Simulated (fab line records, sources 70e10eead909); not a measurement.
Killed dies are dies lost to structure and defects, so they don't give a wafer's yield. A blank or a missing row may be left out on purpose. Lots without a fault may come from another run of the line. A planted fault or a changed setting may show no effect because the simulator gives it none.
A struck lot beside a sound one | flow nand_harc | 15 steps out of a route of 1159
Sound: wafers L347.2, L347.3, L347.4. Struck: wafers L349.2, L349.4, L349.5. The cause comes at the end.
At each step with rows: each side's tool, then ch and its chambers, then its first start. Under that, the readings that differ: sound wafers | struck wafers | difference of the means | sigmas: that difference in standard deviations of wafers without a fault.
alike: readings whose means differ by less than 2 such deviations, and words and numbers that are the same on both sides. not compared: withheld readings, readings that some wafer has no value for, bounds like >300 that may hide the same value, and numbers for which the record gives no deviation and whose values overlap.
The two part at a step that has a row with sigmas, a row that says differs or no value, or rows on one side only. Numbers that don't overlap but have no deviation are shown without sigmas and don't part them. A reading that every wafer of one side lacks parts them only if that side has two wafers or more.

NHARC_A_CONTACT_CD_MEAS_08: target cd 100 nm.
  sound on cd_sem-02 ch 0, day 17 15:55; struck on cd_sem-01 ch 0, day 19 13:34
  alike: cd_nm
NHARC_A_CONTACT_OVL_MEAS_09:
  sound on overlay-02, day 17 15:59; struck on overlay-01, day 19 13:40
  alike: overlay_x_nm, overlay_y_nm
NHARC_A_CONTACT_INSPECT_10:
  sound on defect_inspect-01, day 17 16:02; struck on defect_inspect-01, day 19 13:42
  alike: raw_defect_count
NHARC_A_CONTACT_DESCUM_13: chemistry O2, time 3 s.
  sound on rie_diel-13 ch 0,1,3, day 17 16:07; struck on rie_diel-13 ch 0,1, day 19 13:46
  alike: drypump_motor_current_A, oes_product_au, rf_vpp_V, showerhead_plenum_p_Torr, throttle_valve_pct
  not compared: rf_hours_counter_h
NHARC_A_CONTACT_ETCH_88: etches the open film in CF4, target depth 39 nm, time 65 s.
  sound on rie_diel-13 ch 0,1,3, day 17 16:14; struck on rie_diel-13 ch 0,2,3, day 19 13:51
  alike: bias_w, cf4_flow_sccm, drypump_motor_current_A, oes_product_au, rf_fwd_power_W, rf_vpp_V, showerhead_plenum_p_Torr, throttle_valve_pct
  not compared: rf_hours_counter_h
then, 3 steps without rows for these wafers: NHARC_A_CONTACT_ETCH_89 (etches the open film in N2/H2, target depth 260 nm, time 475.3 s); NHARC_A_CONTACT_ETCH_30 (etches the open film in CF4/CHF3, target depth 60.5 nm, time 30.2 s); NHARC_A_CONTACT_ETCH_31 (etches the open film in O2/COS, target depth 2000 nm, time 520 s).
NHARC_A_CONTACT_ETCH_134: etches the open film in C4F8/O2/Ar, time 140 s, target depth 700 nm.
  sound on har_cap_etch-02 ch 0,1, day 17 17:19; struck on har_cap_etch-02 ch 0,1, day 19 14:49
  alike: chamber_pressure_mTorr, oes_air_line_au
  not compared: rf_hours_counter_h
then, 1 step without rows for these wafers: NHARC_A_CONTACT_ETCH_135 (etches the open film in C4F8/O2/Ar, time 132 s, target depth 1287 nm).
NHARC_A_CONTACT_ETCH_136: etches the open film in C4F8/O2/Ar, time 132 s, target depth 1287 nm.
  sound on har_cap_etch-02 ch 0,1, day 17 17:38; struck on har_cap_etch-02 ch 0,1, day 19 15:08
  alike: chamber_pressure_mTorr, oes_air_line_au
  not compared: rf_hours_counter_h
NHARC_A_CONTACT_ETCH_137: etches the open film in C4F8/O2/Ar, time 132 s, target depth 1287 nm.
  sound on har_cap_etch-02 ch 0,1, day 17 17:46; struck on har_cap_etch-02 ch 0,1, day 19 15:16
  alike: chamber_pressure_mTorr, oes_air_line_au
  not compared: rf_hours_counter_h
NHARC_A_CONTACT_ETCH_138: etches the open film in C4F8/O2/Ar, time 132 s, target depth 1289 nm.
  sound on har_cap_etch-02 ch 0,1, day 17 17:53; struck on har_cap_etch-02 ch 0,1, day 19 15:23
  no value came back on the struck wafers for chamber_pressure_mTorr (mTorr), oes_air_line_au (a.u.); on the sound wafers chamber_pressure_mTorr (mTorr) reads 20.015 20.022 19.991
  not compared: rf_hours_counter_h
then, 1 step without rows for these wafers: NHARC_A_CONTACT_ETCH_139 (etches the open film in C4F8/O2/Ar, time 137 s, target depth 590 nm).
-- the record jumps here: 2 days lie between the struck wafers' starts before and after (it left off in module A_CONTACT and takes up again in module END, whose first step shown is number 1159 of the route) --
NHARC_END_SORT_01:
  the record has rows for the struck wafers here (prober-01 ch 0, day 21 22:04) and none for the sound ones

WHERE THEY PART
First at NHARC_A_CONTACT_ETCH_138; last, within this record, at NHARC_END_SORT_01.

WHY: what the simulator had put in
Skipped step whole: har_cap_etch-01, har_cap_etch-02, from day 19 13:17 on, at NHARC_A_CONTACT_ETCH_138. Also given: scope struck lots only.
